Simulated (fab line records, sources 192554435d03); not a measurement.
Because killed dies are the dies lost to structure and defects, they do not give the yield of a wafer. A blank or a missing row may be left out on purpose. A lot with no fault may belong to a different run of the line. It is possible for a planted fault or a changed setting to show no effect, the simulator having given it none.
fab line records -- flow n5Finfet -- part 1 of 2: steps 1 to 22 of 28
record: lots: 5, wafers: 15, lastDay: 17
route steps=1938 shown MOL_CONTACT_COAG@554
lots with no fault: from the same line, run without faults
startH: the number of hours between the record's first day and the start of the first shown wafer of the lot -- waitH: time in hours since the lot's previous step -- " repeats the value in the row above -- L1.1+2: a row that stands for several wafers -- - value missing, or start not given -- * or withheld: withheld -- < > ~ a bound
route shown NAME@n: NAME is a module with steps in the file, n the number in the route of the first one -- usual: mean/standard deviation taken from wafers without a fault -- same: alike in all rows -- chamber/n: place in a boat -- sites: per-site readings -- _std_site: standard deviation across them -- _edge_site: mean of outer sites minus mean of inner sites -- radiusMm: how far each site lies from the wafer's centre -- mask NAME#n: copy n -- behind: the most recent tool/chamber to have shaped the wafer -- hold: why the lot was held/for how many hours/how that ended -- device: names the non-switching transistor (n, p or np) -- end of line: tests of these same wafers at the route's end -- a step without rows: its recipe alone -- killed: at the first sort, the dies lost to defects and structure; wafer yield is something else -- map: a wafer's dies, marking killed ones x, the rest . and places with no die _
set.NAME: setting as actually run; set.NAME@STEP: the setting as run at that earlier step -- model.NAME: the simulator's own value behind a step, which no gauge read
lots at some steps of the route; a table a step, a row a wafer
services: when a tool's chamber went out of use (startH, in hours from the record's first day, below 0 if earlier), for how many hours, and the reason
== steps ==
step: N5_MOL_CONTACT_COAG_CMP_23
recipe: stopOn: SiO2, tOverpolishS: 1.5, postCmpClean: cuAlkaline, downForcePsi: 2, platenRpm: 50.289, padVelocityMS: 1.0006, targetThkNm: 0
usual: headPressurePsi: 2.000/0.0046, motorCurrentA: 8.6/1, overpolishRunS: 1.500/0.0096, timeToEndpointS: 10.2/2
lot.wafer,tool,chamber,startH,waitH,headPressurePsi,motorCurrentA,overpolishRunS,timeToEndpointS
L074.1,cmp-02,0,93.44,0.1,1.997,8.1,1.493,9.9
L074.5,cmp-02,1,93.44,0.1,1.999,9.0,1.514,9.0
L074.6,cmp-02,2,93.44,0.1,1.998,9.0,1.487,8.7
L075.4,cmp-03,0,106.35,0.0,2.004,7.6,1.512,11.3
L075.3,cmp-03,2,106.35,0.0,1.996,9.0,1.490,10.2
L075.6,cmp-03,1,106.35,0.0,2.000,8.7,1.504,12.1
L081.4,cmp-03,2,136.18,0.2,1.999,9.6,1.493,9.1
L081.5,cmp-03,3,136.18,0.2,1.998,8.5,1.489,12.7
L081.6,cmp-03,0,136.18,0.2,2.006,7.8,1.511,11.9
L085.1,cmp-01,0,163.51,0.0,2.003,9.1,1.507,9.5
L085.4,cmp-01,1,163.51,0.0,2.002,8.7,1.495,9.1
L085.3,cmp-01,3,163.51,0.0,2.002,10.3,1.501,10.8
L096.2,cmp-01,0,226.45,0.1,1.997,9.1,1.508,10.8
L096.6,cmp-01,3,226.45,0.1,1.992,11.1,1.515,7.4
L096.5,cmp-01,0,226.45,0.1,1.992,9.0,1.480,11.7
step: N5_MOL_CONTACT_COAG_WET_ETCH_26
recipe: target: Co, targetDepthNm: 13
lot.wafer,tool,chamber,startH,waitH
L074.1+5+6,wetBench-06,"7,5,6",93.68,0.0
L075.3+4+6,wetBench-04,"7,6,3",106.70,0.0
L081.4+5+6,wetBench-06,"7,3,4",136.42,0.0
L085.1+3+4,wetBench-01,"5,0,3",163.86,0.0
L096.2+5+6,wetBench-01,"2,5,6",226.76,0.0
step: N5_MOL_CONTACT_COAG_WET_ETCH_116
recipe: chemistry: SC1-inhibited, targetDepthNm: 4.6, dry: ipaMarangoni, rinseTimeS: 30, rinseTempC: 23
lot.wafer,tool,chamber,startH,waitH
L074.1+5+6,wetBench-06,"7,5,6",93.84,0.0
L075.3+4+6,wetBench-04,"7,6,3",106.85,0.0
L081.4+5+6,wetBench-06,"7,3,4",136.57,0.0
L085.1+3+4,wetBench-01,"5,0,3",164.16,0.0
L096.2+5+6,wetBench-01,"2,5,6",226.91,0.0
step: N5_MOL_CONTACT_COAG_ALD_27
recipe: material: SiOC, targetThkA: 170, tempC: 400, aldPrecursorFamily: carbosiloxane, aldCoReactant: H2-plasma, pulseTimeS: 1.5, timeS: 2720, purgeTimeS: 2, coReactantPurgeTimeS: 2, aldCycles: 340, pressureTorr: 2
usual: heaterPowerW: 798/86, precursorPulseHeightRel: 0.998/0.017
lot.wafer,tool,chamber,startH,waitH,heaterPowerW,precursorPulseHeightRel
L074.1,aldSin-02,1,94.19,0.0,827,1.015
L074.5,aldSin-02,1,94.19,0.0,839,0.984
L074.6,aldSin-02,0,94.19,0.0,887,1.009
L075.3,aldSin-01,0,107.18,0.0,806,1.000
L075.4,aldSin-01,2,107.18,0.0,751,0.988
L075.6,aldSin-01,3,107.18,0.0,903,1.007
L081.4,aldSin-01,1,137.84,1.0,736,0.984
L081.5,aldSin-01,0,137.84,1.0,764,1.010
L081.6,aldSin-01,3,137.84,1.0,928,0.981
L085.1,aldSin-01,1,164.77,0.0,734,1.003
L085.3,aldSin-01,2,164.77,0.0,772,0.995
L085.4,aldSin-01,3,164.77,0.0,902,1.016
L096.2,aldSin-02,0,227.24,0.0,857,0.995
L096.5,aldSin-02,3,227.24,0.0,931,1.018
L096.6,aldSin-02,0,227.24,0.0,875,1.008
step: N5_MOL_CONTACT_COAG_CMP_28
recipe: stopOn: SiNx, tOverpolishS: 0.85, postCmpClean: alkalineBrush, downForcePsi: 4.15, platenRpm: 51.8, padVelocityMS: 1.0307, targetThkNm: 14.522
usual: headPressurePsi: 4.151/0.0097, motorCurrentA: 13.2/1.5, timeToEndpointS: 4.8/2.1
lot.wafer,tool,chamber,startH,waitH,headPressurePsi,motorCurrentA,timeToEndpointS
L074.1,cmp-03,1,95.87,0.9,4.151,12.6,4.2
L074.5,cmp-03,2,95.87,0.9,4.139,15.0,6.1
L074.6,cmp-03,3,95.87,0.9,4.154,12.7,4.5
L075.4,cmp-02,1,108.74,0.8,4.148,13.3,0.0
L075.3,cmp-02,2,108.74,0.8,4.156,13.8,0.3
L075.6,cmp-02,2,108.74,0.8,4.159,13.9,0.0
L081.4,cmp-02,2,139.46,0.9,4.157,13.6,2.4
L081.5,cmp-02,1,139.46,0.9,4.135,14.2,3.9
L081.6,cmp-02,2,139.46,0.9,4.149,13.9,2.6
L085.1,cmp-02,0,166.34,0.8,4.145,12.4,4.1
L085.4,cmp-02,1,166.34,0.8,4.157,13.4,2.4
L085.3,cmp-02,3,166.34,0.8,4.153,11.7,2.8
L096.2,cmp-03,3,228.88,0.9,4.148,13.3,8.1
L096.5,cmp-03,1,228.88,0.9,4.161,12.0,3.4
L096.6,cmp-03,2,228.88,0.9,4.165,14.6,7.9
step: N5_MOL_CONTACT_COAG_THK_MEAS_29
recipe: reads: SiNx_of_GATE_CUT_PECVD_57+SiNx_of_GATE_CUT_SAC_CAP_01
usual: MD_CAP_THK: 17.91/0.08
lot.wafer,tool,chamber,startH,waitH,MD_CAP_THK[nm]
L074.1,filmMetro-02,-,96.05,-,17.93
L074.5,filmMetro-02,-,96.05,-,17.91
L074.6,filmMetro-02,-,96.05,-,17.94
L075.3,filmMetro-01,-,109.04,-,17.87
L075.4,filmMetro-01,-,109.04,-,17.89
L075.6,filmMetro-01,-,109.04,-,17.80
L081.4,filmMetro-01,-,139.72,-,17.84
L081.5,filmMetro-01,-,139.72,-,17.91
L081.6,filmMetro-01,-,139.72,-,17.83
L085.1,filmMetro-01,-,166.64,-,17.97
L085.3,filmMetro-01,-,166.64,-,18.01
L085.4,filmMetro-01,-,166.64,-,17.97
L096.2,filmMetro-02,-,229.10,-,17.94
L096.5,filmMetro-02,-,229.10,-,17.81
L096.6,filmMetro-02,-,229.10,-,17.97
step: N5_MOL_CONTACT_COAG_ALD_123
recipe: material: SiNx, targetThkA: 50, tempC: 400, aldPrecursorFamily: SiH2I2, aldCoReactant: N2/H2-plasma, pulseTimeS: 1, purgeTimeS: 2, coReactantPurgeTimeS: 2, aldCycles: 100, pressureTorr: 2
usual: heaterPowerW: 812/83, precursorPulseHeightRel: 1.000/0.021
lot.wafer,tool,chamber,startH,waitH,heaterPowerW,precursorPulseHeightRel
L074.1,aldSin-03,1,96.70,0.7,645,1.011
L074.5,aldSin-03,1,96.70,0.7,661,0.983
L074.6,aldSin-03,0,96.70,0.7,701,0.990
L075.3,aldSin-01,1,109.12,0.1,728,0.991
L075.4,aldSin-01,2,109.12,0.1,762,0.984
L075.6,aldSin-01,2,109.12,0.1,777,1.001
L081.4,aldSin-03,3,139.76,0.0,902,0.969
L081.5,aldSin-03,3,139.76,0.0,869,0.999
L081.6,aldSin-03,2,139.76,0.0,770,1.001
L085.1,aldSin-01,2,166.67,0.0,761,0.984
L085.3,aldSin-01,0,166.67,0.0,783,0.965
L085.4,aldSin-01,1,166.67,0.0,743,0.991
L096.2,aldSin-02,1,229.14,0.0,755,1.002
L096.5,aldSin-02,3,229.14,0.0,920,0.992
L096.6,aldSin-02,2,229.14,0.0,820,1.000
step: N5_MOL_CONTACT_COAG_PECVD_31
recipe: material: SiO2, targetThkA: 460, tempC: 400, precursor: TEOS/O2, pressureTorr: 6.5, rfW: withheld, teosFlowSccm: withheld, gas: O2, flowSccm: 2650, timeS: 8.9
lot.wafer,tool,chamber,startH,waitH
L074.1+5+6,pecvd-04,"1,2,1",97.21,0.3
L075.3+4+6,pecvd-04,"2,2,1",109.62,0.3
L081.4+5+6,pecvd-02,"0,2,1",140.28,0.3
L085.1+3+4,pecvd-02,"1,0,2",167.18,0.3
L096.2+5+6,pecvd-02,"1,1,0",229.64,0.3
step: N5_MOL_CONTACT_COAG_COAT_75
recipe: resist: SOC, tempC: 250, timeS: 60, spinRpm: 1500, resistThkNm: 60
usual: resistLineTempC: 22.98/0.12
lot.wafer,tool,chamber,startH,waitH,resistLineTempC
L074.1,lithoTrack-04,0,97.28,0.1,23.06
L074.5,lithoTrack-04,0,97.28,0.1,23.02
L074.6,lithoTrack-04,0,97.28,0.1,22.96
L075.3,lithoTrack-05,0,109.68,0.0,23.09
L075.4,lithoTrack-05,0,109.68,0.0,23.02
L075.6,lithoTrack-05,0,109.68,0.0,23.02
L081.4,lithoTrack-04,0,140.32,0.0,22.91
L081.5,lithoTrack-04,0,140.32,0.0,22.89
L081.6,lithoTrack-04,0,140.32,0.0,22.90
L085.1,lithoTrack-04,0,167.23,0.0,23.15
L085.3,lithoTrack-04,0,167.23,0.0,23.00
L085.4,lithoTrack-04,0,167.23,0.0,23.18
L096.2,lithoTrack-04,0,229.72,0.1,22.88
L096.5,lithoTrack-04,0,229.72,0.1,22.80
L096.6,lithoTrack-04,0,229.72,0.1,22.77
step: N5_MOL_CONTACT_COAG_COAT_76
recipe: resist: SiARC, tempC: 220, timeS: 60, spinRpm: 1500, resistThkNm: 10
usual: resistLineTempC: 22.99/0.11
lot.wafer,tool,chamber,startH,waitH,resistLineTempC
L074.1,lithoTrack-04,0,-,-,22.88
L074.5,lithoTrack-04,0,-,-,22.86
L074.6,lithoTrack-04,0,-,-,22.98
L075.3,lithoTrack-05,0,-,-,22.84
L075.4,lithoTrack-05,0,-,-,22.85
L075.6,lithoTrack-05,0,-,-,22.85
L081.4,lithoTrack-04,0,-,-,22.97
L081.5,lithoTrack-04,0,-,-,22.97
L081.6,lithoTrack-04,0,-,-,23.17
L085.1,lithoTrack-04,0,-,-,22.93
L085.3,lithoTrack-04,0,-,-,23.02
L085.4,lithoTrack-04,0,-,-,22.89
L096.2,lithoTrack-04,0,-,-,23.00
L096.5,lithoTrack-04,0,-,-,22.89
L096.6,lithoTrack-04,0,-,-,22.99
step: N5_MOL_CONTACT_COAG_COAT_77
recipe: resist: underlayer, tempC: 205, timeS: 60, spinRpm: 1500, resistThkNm: 10
usual: resistLineTempC: 23.02/0.096
lot.wafer,tool,chamber,startH,waitH,resistLineTempC
L074.1,lithoTrack-04,0,-,-,22.95
L074.5,lithoTrack-04,0,-,-,23.08
L074.6,lithoTrack-04,0,-,-,23.07
L075.3,lithoTrack-05,0,-,-,22.95
L075.4,lithoTrack-05,0,-,-,23.09
L075.6,lithoTrack-05,0,-,-,23.01
L081.4,lithoTrack-04,0,-,-,23.14
L081.5,lithoTrack-04,0,-,-,23.03
L081.6,lithoTrack-04,0,-,-,23.03
L085.1,lithoTrack-04,0,-,-,23.13
L085.3,lithoTrack-04,0,-,-,23.08
L085.4,lithoTrack-04,0,-,-,23.22
L096.2,lithoTrack-04,0,-,-,23.03
L096.5,lithoTrack-04,0,-,-,23.07
L096.6,lithoTrack-04,0,-,-,22.97
step: N5_MOL_CONTACT_COAG_COAT_78
recipe: resist: CAR-EUV, spinRpm: 1500, resistThkNm: 40
usual: resistLineTempC: 23.00/0.096
lot.wafer,tool,chamber,startH,waitH,resistLineTempC
L074.1,lithoTrack-04,0,-,-,22.99
L074.5,lithoTrack-04,0,-,-,22.72
L074.6,lithoTrack-04,0,-,-,22.95
L075.3,lithoTrack-05,0,-,-,23.04
L075.4,lithoTrack-05,0,-,-,22.86
L075.6,lithoTrack-05,0,-,-,22.92
L081.4,lithoTrack-04,0,-,-,23.03
L081.5,lithoTrack-04,0,-,-,23.08
L081.6,lithoTrack-04,0,-,-,22.93
L085.1,lithoTrack-04,0,-,-,23.08
L085.3,lithoTrack-04,0,-,-,23.07
L085.4,lithoTrack-04,0,-,-,22.96
L096.2,lithoTrack-04,0,-,-,22.76
L096.5,lithoTrack-04,0,-,-,22.77
L096.6,lithoTrack-04,0,-,-,22.99
step: N5_MOL_CONTACT_COAG_EBR_80
recipe: solvent: PGMEA, ebrWidthMm: 1.5
usual: resistLineTempC: 22.99/0.093
lot.wafer,tool,chamber,startH,waitH,resistLineTempC
L074.1,lithoTrack-04,0,-,-,23.01
L074.5,lithoTrack-04,0,-,-,23.06
L074.6,lithoTrack-04,0,-,-,23.01
L075.3,lithoTrack-05,0,-,-,23.05
L075.4,lithoTrack-05,0,-,-,22.96
L075.6,lithoTrack-05,0,-,-,23.15
L081.4,lithoTrack-04,0,-,-,22.94
L081.5,lithoTrack-04,0,-,-,23.16
L081.6,lithoTrack-04,0,-,-,23.02
L085.1,lithoTrack-04,0,-,-,23.08
L085.3,lithoTrack-04,0,-,-,22.89
L085.4,lithoTrack-04,0,-,-,23.00
L096.2,lithoTrack-04,0,-,-,22.92
L096.5,lithoTrack-04,0,-,-,22.85
L096.6,lithoTrack-04,0,-,-,23.07
step: N5_MOL_CONTACT_COAG_SOFTBAKE_79
recipe: tempC: 110, timeS: 60, resist: CAR-EUV
usual: resistLineTempC: 22.98/0.11
lot.wafer,tool,chamber,startH,waitH,resistLineTempC
L074.1,lithoTrack-04,0,-,-,23.09
L074.5,lithoTrack-04,0,-,-,23.12
L074.6,lithoTrack-04,0,-,-,23.01
L075.3,lithoTrack-05,0,-,-,22.93
L075.4,lithoTrack-05,0,-,-,22.91
L075.6,lithoTrack-05,0,-,-,22.97
L081.4,lithoTrack-04,0,-,-,22.84
L081.5,lithoTrack-04,0,-,-,23.00
L081.6,lithoTrack-04,0,-,-,22.96
L085.1,lithoTrack-04,0,-,-,22.90
L085.3,lithoTrack-04,0,-,-,22.91
L085.4,lithoTrack-04,0,-,-,22.90
L096.2,lithoTrack-04,0,-,-,23.07
L096.5,lithoTrack-04,0,-,-,23.18
L096.6,lithoTrack-04,0,-,-,22.85
step: N5_MOL_CONTACT_COAG_EXPOSE_81
recipe: maskId: VG, na: 0.33, sourceShape: annular, sigmaInner: 0.3, sigmaOuter: 0.7, polarization: unpolarized, defocusNm: 0, doseMj: 59.5
usual: stageMsdNm: 0.862/0.0088
same: na: 0.33
lot.wafer,tool,chamber,startH,waitH,mask,stageMsdNm
L074.1,euvScanner-01,0,97.54,-,VG#0,0.864
L074.5,euvScanner-01,0,97.54,-,VG#0,0.860
L074.6,euvScanner-01,0,97.54,-,VG#0,0.859
L075.3,euvScanner-02,0,109.96,-,VG#0,0.878
L075.4,euvScanner-02,0,109.96,-,VG#0,0.879
L075.6,euvScanner-02,0,109.96,-,VG#0,0.878
L081.4,euvScanner-02,0,140.61,-,VG#0,0.874
L081.5,euvScanner-02,0,140.61,-,VG#0,0.872
L081.6,euvScanner-02,0,140.61,-,VG#0,0.872
L085.1,euvScanner-01,0,167.37,-,VG#0,0.860
L085.3,euvScanner-01,0,167.37,-,VG#0,0.860
L085.4,euvScanner-01,0,167.37,-,VG#0,0.858
L096.2,euvScanner-01,0,230.02,-,VG#0,0.849
L096.5,euvScanner-01,0,230.02,-,VG#0,0.851
L096.6,euvScanner-01,0,230.02,-,VG#0,0.850
step: N5_MOL_CONTACT_COAG_PEB_82
recipe: pebTempC: 100, pebTimeS: 60, resist: CAR-EUV
usual: resistLineTempC: 23.01/0.091
lot.wafer,tool,chamber,startH,waitH,resistLineTempC
L074.1,lithoTrack-05,0,97.62,0.1,23.13
L074.5,lithoTrack-05,0,97.62,0.1,23.17
L074.6,lithoTrack-05,0,97.62,0.1,23.04
L075.3,lithoTrack-01,0,110.02,0.1,23.04
L075.4,lithoTrack-01,0,110.02,0.1,22.88
L075.6,lithoTrack-01,0,110.02,0.1,23.13
L081.4,lithoTrack-01,0,140.66,0.0,22.98
L081.5,lithoTrack-01,0,140.66,0.0,23.11
L081.6,lithoTrack-01,0,140.66,0.0,23.02
L085.1,lithoTrack-01,0,167.45,0.1,23.02
L085.3,lithoTrack-01,0,167.45,0.1,22.96
L085.4,lithoTrack-01,0,167.45,0.1,23.01
L096.2,lithoTrack-01,0,230.08,0.1,22.74
L096.5,lithoTrack-01,0,230.08,0.1,22.94
L096.6,lithoTrack-01,0,230.08,0.1,22.96
step: N5_MOL_CONTACT_COAG_DEVELOP_83
recipe: developTimeS: 30, developer: TMAH, resist: CAR-EUV, rinseLiquid: surfactantRinse, dry: airSpin, devTempC: 23
usual: resistLineTempC: 22.98/0.11
lot.wafer,tool,chamber,startH,waitH,resistLineTempC
L074.1,lithoTrack-05,0,-,-,22.99
L074.5,lithoTrack-05,0,-,-,22.99
L074.6,lithoTrack-05,0,-,-,23.01
L075.3,lithoTrack-01,0,-,-,22.73
L075.4,lithoTrack-01,0,-,-,22.73
L075.6,lithoTrack-01,0,-,-,22.82
L081.4,lithoTrack-01,0,-,-,23.20
L081.5,lithoTrack-01,0,-,-,22.87
L081.6,lithoTrack-01,0,-,-,23.06
L085.1,lithoTrack-01,0,-,-,22.86
L085.3,lithoTrack-01,0,-,-,22.92
L085.4,lithoTrack-01,0,-,-,22.91
L096.2,lithoTrack-01,0,-,-,22.98
L096.5,lithoTrack-01,0,-,-,22.93
L096.6,lithoTrack-01,0,-,-,22.92
step: N5_MOL_CONTACT_COAG_CD_MEAS_84
recipe: targetCdNm: 25.1, landingEnergyEv: 500, detector: seInlens, polarity: opening
usual: cdNm: 25.07/0.26
lot.wafer,tool,chamber,startH,waitH,cdNm
L074.1,cdSem-03,0,97.69,-,25.21
L074.5,cdSem-03,0,97.69,-,24.69
L074.6,cdSem-03,0,97.69,-,24.81
L075.3,cdSem-03,0,110.09,-,24.73
L075.4,cdSem-03,0,110.09,-,24.96
L075.6,cdSem-03,0,110.09,-,25.40
L081.4,cdSem-03,0,140.73,-,25.24
L081.5,cdSem-03,0,140.73,-,25.61
L081.6,cdSem-03,0,140.73,-,25.79
L085.1,cdSem-02,0,167.51,-,24.80
L085.3,cdSem-02,0,167.51,-,24.84
L085.4,cdSem-02,0,167.51,-,24.89
L096.2,cdSem-03,0,230.15,-,24.85
L096.5,cdSem-03,0,230.15,-,24.42
L096.6,cdSem-03,0,230.15,-,25.41
step: N5_MOL_CONTACT_COAG_OVL_MEAS_85
recipe: pointsPerWafer: 522
usual: VG_OVL: -0.4/0.64
lot.wafer,tool,chamber,startH,waitH,VG_OVL[nm]
L074.1,overlay-02,0,97.72,0.0,-1.0
L074.5,overlay-02,0,97.72,0.0,-0.7
L074.6,overlay-02,0,97.72,0.0,-1.3
L075.3,overlay-01,0,110.13,0.0,-0.9
L075.4,overlay-01,0,110.13,0.0,0.1
L075.6,overlay-01,0,110.13,0.0,-0.4
L081.4,overlay-01,0,140.77,0.0,-0.1
L081.5,overlay-01,0,140.77,0.0,0.8
L081.6,overlay-01,0,140.77,0.0,-1.7
L085.1,overlay-01,0,167.54,0.0,-0.4
L085.3,overlay-01,0,167.54,0.0,-0.6
L085.4,overlay-01,0,167.54,0.0,-1.1
L096.2,overlay-01,0,230.19,0.0,-0.8
L096.5,overlay-01,0,230.19,0.0,0.3
L096.6,overlay-01,0,230.19,0.0,-0.8
step: N5_MOL_CONTACT_COAG_INSPECT_57
recipe: mode: adi, inspectInstrument: brightfield
usual: rawDefectCount: 199/56
lot.wafer,tool,chamber,startH,waitH,rawDefectCount
L074.1,defectInspect-01,-,97.77,0.1,138
L074.5,defectInspect-01,-,97.77,0.1,148
L074.6,defectInspect-01,-,97.77,0.1,169
L075.3,defectInspect-02,-,110.18,0.0,232
L075.4,defectInspect-02,-,110.18,0.0,263
L075.6,defectInspect-02,-,110.18,0.0,201
L081.4,defectInspect-01,-,140.82,0.0,237
L081.5,defectInspect-01,-,140.82,0.0,211
L081.6,defectInspect-01,-,140.82,0.0,198
L085.1,defectInspect-01,-,167.60,0.1,231
L085.3,defectInspect-01,-,167.60,0.1,216
L085.4,defectInspect-01,-,167.60,0.1,197
L096.2,defectInspect-02,-,230.24,0.0,196
L096.5,defectInspect-02,-,230.24,0.0,145
L096.6,defectInspect-02,-,230.24,0.0,179
step: N5_MOL_CONTACT_COAG_DESCUM_88
recipe: chemistry: O2, timeS: 7, sourcePowerW: 50, biasPowerW: 20, pressureMtorr: 20, rfFrequencyHz: 2.712e+07, tempC: 40, resist: CAR-EUV, o2FlowSccm: 225
usual: drypumpMotorCurrentA: 5.8/0.46, oesProductAu: 0.79/0.085, rfVppV: 243.6/1.4, showerheadPlenumPTorr: 2.12/0.079, throttleValvePct: 20.43/0.24
lot.wafer,tool,chamber,startH,waitH,drypumpMotorCurrentA,oesProductAu,rfHoursCounterH,rfVppV,showerheadPlenumPTorr,throttleValvePct
L074.1,rieDiel-06,1,97.87,0.1,5.0,0.68,248,243.6,2.05,20.49
L074.5,rieDiel-06,3,97.87,0.1,6.4,0.81,-,244.2,2.10,20.58
L074.6,rieDiel-06,2,97.87,0.1,5.4,0.76,-,246.1,2.18,20.78
L075.3,rieDiel-01,0,110.21,0.0,5.7,0.76,150,243.4,2.00,20.54
L075.4,rieDiel-01,1,110.21,0.0,5.6,0.90,25,244.3,2.21,20.11
L075.6,rieDiel-01,1,110.21,0.0,5.6,0.91,-,244.6,2.21,20.10
L081.4,rieDiel-01,0,141.44,0.6,5.6,0.75,-,241.5,2.00,20.56
L081.5,rieDiel-01,1,141.44,0.6,5.6,0.88,-,245.8,2.21,20.13
L081.6,rieDiel-01,2,141.44,0.6,5.0,0.71,-,243.7,2.15,20.78
L085.1,rieDiel-01,3,167.84,0.2,6.2,0.78,124,244.5,2.19,20.40
L085.3,rieDiel-01,0,167.84,0.2,5.6,0.74,174,243.0,1.99,20.58
L085.4,rieDiel-01,1,167.84,0.2,5.6,0.86,48,245.9,2.20,20.15
L096.2,rieDiel-06,0,230.31,0.1,5.7,0.89,39,241.0,2.04,20.26
L096.5,rieDiel-06,0,230.31,0.1,5.7,0.88,-,244.6,2.04,20.24
L096.6,rieDiel-06,1,230.31,0.1,5.0,0.87,-,241.6,2.03,20.18
step: N5_MOL_CONTACT_COAG_ETCH_89
recipe: chemistry: N2/H2, target: underlayer, targetDepthA: 130, maskMaterial: CAR-EUV, timeS: 10.4, ionEnergyEv: 200, pressureMtorr: 30, sourceW: 840, biasW: 150, n2FlowSccm: 200, h2FlowSccm: 200, ends: cleared
usual: biasW: 150.0/0.45, drypumpMotorCurrentA: 5.8/0.46, etchRfOnTimeS: 10.34/0.13, oesProductAu: 0.68/0.072, rfVppV: 524.8/2.7, showerheadPlenumPTorr: 2.58/0.096, throttleValvePct: 17.89/0.27
lot.wafer,tool,chamber,startH,waitH,biasW,drypumpMotorCurrentA,etchRfOnTimeS,oesProductAu,rfHoursCounterH,rfVppV,showerheadPlenumPTorr,throttleValvePct
L074.1,rieDiel-06,1,97.90,0.0,150.2,5.0,10.53,0.57,248,523.4,2.49,17.93
L074.5,rieDiel-06,3,97.90,0.0,149.7,6.4,10.41,0.68,-,525.1,2.57,18.23
L074.6,rieDiel-06,2,97.90,0.0,150.4,5.4,10.20,0.66,-,525.5,2.65,18.18
L075.3,rieDiel-01,0,110.24,0.0,149.6,5.6,10.40,0.65,150,521.6,2.44,18.02
L075.4,rieDiel-01,1,110.24,0.0,150.7,5.6,10.22,0.77,25,529.6,2.71,17.56
L075.6,rieDiel-01,1,110.24,0.0,150.5,5.6,10.29,0.76,-,528.5,2.71,17.57
L081.4,rieDiel-01,0,141.47,0.0,150.8,5.7,10.55,0.64,-,521.1,2.43,18.04
L081.5,rieDiel-01,1,141.47,0.0,149.9,5.6,10.24,0.75,-,527.6,2.70,17.57
L081.6,rieDiel-01,2,141.47,0.0,150.7,5.0,10.31,0.61,-,525.4,2.62,18.22
L085.1,rieDiel-01,3,167.87,0.0,149.7,6.2,10.29,0.66,124,526.0,2.66,17.86
L085.3,rieDiel-01,0,167.87,0.0,149.4,5.6,10.58,0.64,174,521.3,2.43,18.06
L085.4,rieDiel-01,1,167.87,0.0,150.2,5.6,10.37,0.73,48,528.8,2.70,17.60
L096.2,rieDiel-06,0,230.34,0.0,149.9,5.8,10.25,0.76,39,522.2,2.49,17.69
L096.5,rieDiel-06,0,230.34,0.0,150.6,5.7,10.25,0.75,-,523.1,2.49,17.69
L096.6,rieDiel-06,1,230.34,0.0,149.4,5.0,10.46,0.75,-,521.4,2.47,17.58
